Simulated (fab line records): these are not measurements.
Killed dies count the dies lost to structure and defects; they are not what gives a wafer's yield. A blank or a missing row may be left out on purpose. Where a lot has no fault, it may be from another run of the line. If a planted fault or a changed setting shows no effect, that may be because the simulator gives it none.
What tool caused it? ; flow n5-finfet ; 8 lots with 24 wafers sampled at 8 steps, on a route of 1938 steps

## WHAT THE GAUGES SHOWED, per wafer
N5_DUMMY_GATE_CD_MEAS_24: target cd 15 nm.
lot;measured;on;cd-nm (nm)
L107;day 2 23:19;cd-sem-02;14.54 14.68 14.85
L108;day 3 04:19;cd-sem-02;14.92 14.99 15.10
L109;day 3 10:43;cd-sem-02;15.29 15.02 15.02
L111;day 3 23:56;cd-sem-02;14.94 15.21 14.96
L117;day 5 12:59;cd-sem-03;14.88 14.84 15.25
L118;day 5 19:59;cd-sem-01;14.68 15.05 15.17
L123;day 6 23:11;cd-sem-03;15.39 15.16 15.50
L124;day 7 05:55;cd-sem-02;14.92 14.68 15.01

N5_SD_EPI_N_INSPECT_26: inspects for defects (darkfield).
lot;measured;on;raw-defect-count
L107;day 3 05:25;defect-inspect-02;191 260 205
L108;day 3 15:56;defect-inspect-02;102 150 174
L109;day 3 16:48;defect-inspect-01;211 211 199
L111;day 4 06:00;defect-inspect-02;164 180 149
L117;day 5 19:07;defect-inspect-02;142 163 190
L118;day 6 01:52;defect-inspect-02;185 203 238
L123;day 7 04:28;defect-inspect-02;1039 1052 1025
L124;day 7 11:14;defect-inspect-02;974 1007 991

N5_SD_EPI_P_INSPECT_11: inspects for defects (macro).
lot;measured;on;raw-defect-count
L107;day 3 05:52;defect-inspect-01;1 3 4
L108;day 3 16:16;defect-inspect-02;4 1 3
L109;day 3 17:16;defect-inspect-01;2 2 0
L111;day 4 06:28;defect-inspect-02;3 3 1
L117;day 5 19:26;defect-inspect-02;2 1 5
L118;day 6 02:19;defect-inspect-02;0 0 1
L123;day 7 04:48;defect-inspect-01;>300 >300 >300
L124;day 7 11:41;defect-inspect-01;>300 >300 >300

N5_SD_EPI_P_INSPECT_26: inspects for defects (darkfield).
lot;measured;on;raw-defect-count
L107;day 3 10:34;defect-inspect-01;216 236 177
L108;day 3 20:08;defect-inspect-02;91 106 142
L109;day 3 22:03;defect-inspect-02;165 183 172
L111;day 4 10:14;defect-inspect-01;151 185 114
L117;day 5 23:12;defect-inspect-02;105 154 112
L118;day 6 06:05;defect-inspect-01;135 153 161
L123;day 7 08:34;defect-inspect-01;1041 1001 980
L124;day 7 15:26;defect-inspect-01;953 938 966

N5_BEOL_M4_RC_MEAS_101.
lot;measured;on;DIBL_N (mV/V);DIBL_P (mV/V);IOFF_N (nA/um);IOFF_P (nA/um);ION_N (uA/um);ION_P (uA/um);SS_N (mV/dec);SS_P (mV/dec);VT_N (mV);VT_P (mV)
L107;day 9 04:07;prober-01;39.0 36.3 36.8;37.5 36.0 35.1;0.173 0.139 0.135;0.234 0.203 0.192;668 675 670;458 463 453;72.5 70.9 72.2;74.6 73.4 73.6;250.1 250.3 253.8;-247.6 -250.4 -255.3
L108;day 9 18:11;prober-01;37.5 37.8 35.0;38.2 39.5 35.7;0.185 0.200 0.143;0.238 0.248 0.190;676 675 670;460 459 463;71.3 73.1 71.3;74.3 74.2 73.0;247.9 245.3 250.0;-248.6 -248.1 -251.1
L109;day 10 12:52;prober-01;35.6 34.9 35.7;36.9 35.4 35.9;0.152 0.134 0.153;0.178 0.170 0.178;669 670 671;451 456 455;71.1 71.3 72.0;73.6 73.3 73.3;248.7 249.2 251.5;-253.7 -252.4 -253.4
L111;day 10 22:22;prober-01;37.2 36.5 35.9;37.1 36.6 35.2;0.172 0.161 0.140;0.244 0.243 0.227;676 672 669;472 467 469;71.9 71.8 71.0;73.9 73.0 72.7;248.4 247.0 252.1;-244.4 -247.3 -248.4
L117;day 14 10:34;prober-02;36.8 37.9 37.7;35.7 37.1 37.4;0.137 0.163 0.156;0.201 0.222 0.216;677 675 672;467 468 461;70.4 71.6 71.7;72.5 73.2 74.0;250.5 249.0 248.3;-250.7 -246.1 -251.8
L118;day 14 12:06;prober-01;37.2 38.5 36.4;36.9 38.1 36.1;0.151 0.178 0.139;0.183 0.206 0.181;670 664 658;455 452 447;71.2 72.3 71.2;73.8 73.0 73.0;251.3 250.4 253.2;-253.2 -249.8 -252.0
L123;day 15 15:35;prober-01;35.4 35.7 34.8;36.2 37.6 35.6;0.143 0.146 0.134;0.196 0.219 0.186;665 669 658;461 463 454;71.9 71.4 72.3;73.2 73.5 73.0;253.8 252.3 252.1;-252.5 -248.9 -251.9
L124;day 16 16:17;prober-01;36.3 36.7 35.7;36.6 36.6 35.8;0.168 0.178 0.158;0.226 0.231 0.221;687 688 690;470 471 471;71.9 71.6 71.9;73.7 74.1 73.8;247.1 243.7 247.6;-248.9 -246.9 -246.9

## WHICH TOOL RAN EACH LOT (tool, then ch and the chambers of the sampled wafers, then the start)
lot;N5_SD_EPI_N_ETCH_45;N5_SD_EPI_N_STRIP_38;N5_SD_EPI_N_LINER_46
L107;rie-diel-02 ch 0,1,3, day 3 01:15;plasma-asher-02 ch 0,1, day 3 01:31;ald-sin-02 ch 0,2, day 3 05:10
L108;rie-diel-05 ch 0,3, day 3 06:44;plasma-asher-02 ch 0,1, day 3 07:00;ald-sin-04 ch 0,2,3, day 3 15:41
L109;rie-diel-05 ch 0,2,3, day 3 12:28;plasma-asher-02 ch 0,1, day 3 12:46;ald-sin-04 ch 2,3, day 3 16:33
L111;rie-diel-02 ch 0,1,3, day 4 01:49;plasma-asher-01 ch 0,1, day 4 02:07;ald-sin-02 ch 2,3, day 4 05:45
L117;rie-diel-04 ch 0,1,3, day 5 14:56;plasma-asher-01 ch 0,1, day 5 15:14;ald-sin-04 ch 0,3, day 5 18:52
L118;rie-diel-02 ch 0,2,3, day 5 21:58;plasma-asher-01 ch 0,1, day 5 22:14;ald-sin-01 ch 0,2, day 6 01:37
L123;rie-diel-04 ch 0,3, day 7 01:01;plasma-asher-01 ch 0,1, day 7 01:18;ald-sin-04 ch 1,2,3, day 7 04:13
L124;rie-diel-04 ch 0,2,3, day 7 07:46;plasma-asher-01 ch 0,1, day 7 08:02;ald-sin-02 ch 0,2,3, day 7 10:58
- N5_SD_EPI_N_ETCH_45: etches SiOCN in CH3F/O2, target depth 6 nm.
- N5_SD_EPI_N_STRIP_38: strips in N2/H2.
- N5_SD_EPI_N_LINER_46: material SiNx, target thk 3 nm.

## AS READ BY THE TOOLS THEMSELVES (means over the sampled wafers that have a number; for cases with no such wafer, the mark the record gives instead)
N5_SD_EPI_N_ETCH_45.
lot;tool;drypump-motor-current-A (A);oes-product-au (a.u.);rf-vpp-V (V);showerhead-plenum-p-Torr (Torr);throttle-valve-pct (%)
L107;rie-diel-02;5.6;0.78;128.0;1.98;23.31
L108;rie-diel-05;6.5;0.72;128.3;2.07;23.42
L109;rie-diel-05;6.2;0.72;128.0;2.07;23.52
L111;rie-diel-02;5.7;0.77;126.5;1.97;23.31
L117;rie-diel-04;5.6;0.79;126.6;1.96;23.42
L118;rie-diel-02;5.6;0.78;127.3;1.98;23.38
L123;rie-diel-04;5.4;0.70;127.8;1.99;23.41
L124;rie-diel-04;5.5;0.70;127.4;1.97;23.42

N5_SD_EPI_N_STRIP_38.
lot;tool;drypump-motor-current-A (A);heater-power-w (W);oes-product-au (a.u.)
L107;plasma-asher-02;6.1;326;0.763
L108;plasma-asher-02;5.6;320;0.754
L109;plasma-asher-02;6.1;327;0.761
L111;plasma-asher-01;6.0;291;0.770
L117;plasma-asher-01;6.0;288;0.766
L118;plasma-asher-01;6.0;293;0.757
L123;plasma-asher-01;6.0;291;0.758
L124;plasma-asher-01;6.1;292;0.766

N5_SD_EPI_N_LINER_46.
lot;tool;heater-power-w (W)
L107;ald-sin-02;795
L108;ald-sin-04;879
L109;ald-sin-04;896
L111;ald-sin-02;783
L117;ald-sin-04;933
L118;ald-sin-01;800
L123;ald-sin-04;847
L124;ald-sin-02;782

## THE ANSWER, worked out from the rows above alone
Rule: the usual values come from the lots themselves. The widest of any qualifying gaps counts: lots, ordered by their means at a reading, are off when they make up no more than a third of the lots, leave a main group of 4 or more, and stand apart from it by 3 or more times the standard deviation of that group's means. A main group is skipped when, at the precision printed for the reading in the tables above, its means are all equal. A lot without any number at a reading at which 4 lots or more have one is off too. The other lots that the step has rows for count as sound. Order of review: gauges by route order, followed by the tools' own readings, for which a lot's mean as printed above is used. The first step at which some lot is off is used, and at that step the reading that is off furthest; a lot without a number counts as furthest.
Off at N5_SD_EPI_N_INSPECT_26 (raw-defect-count): L123, L124. The main group has a mean of 184 with a standard deviation of 28.
If a tool, at a process step before that reading, ran all the lots that are off and no sound lot after the first of them, it fits. The gauges at N5_SD_EPI_N_INSPECT_26 aren't tried: what is off there is off at N5_SD_EPI_P_INSPECT_11 too, on other tools, and a gauge's error can't cause that. Can't be told from this: 2 tools fit, rie-diel-04 at N5_SD_EPI_N_ETCH_45, plasma-asher-01 at N5_SD_EPI_N_STRIP_38.

## WHAT THE SIMULATOR PUT IN
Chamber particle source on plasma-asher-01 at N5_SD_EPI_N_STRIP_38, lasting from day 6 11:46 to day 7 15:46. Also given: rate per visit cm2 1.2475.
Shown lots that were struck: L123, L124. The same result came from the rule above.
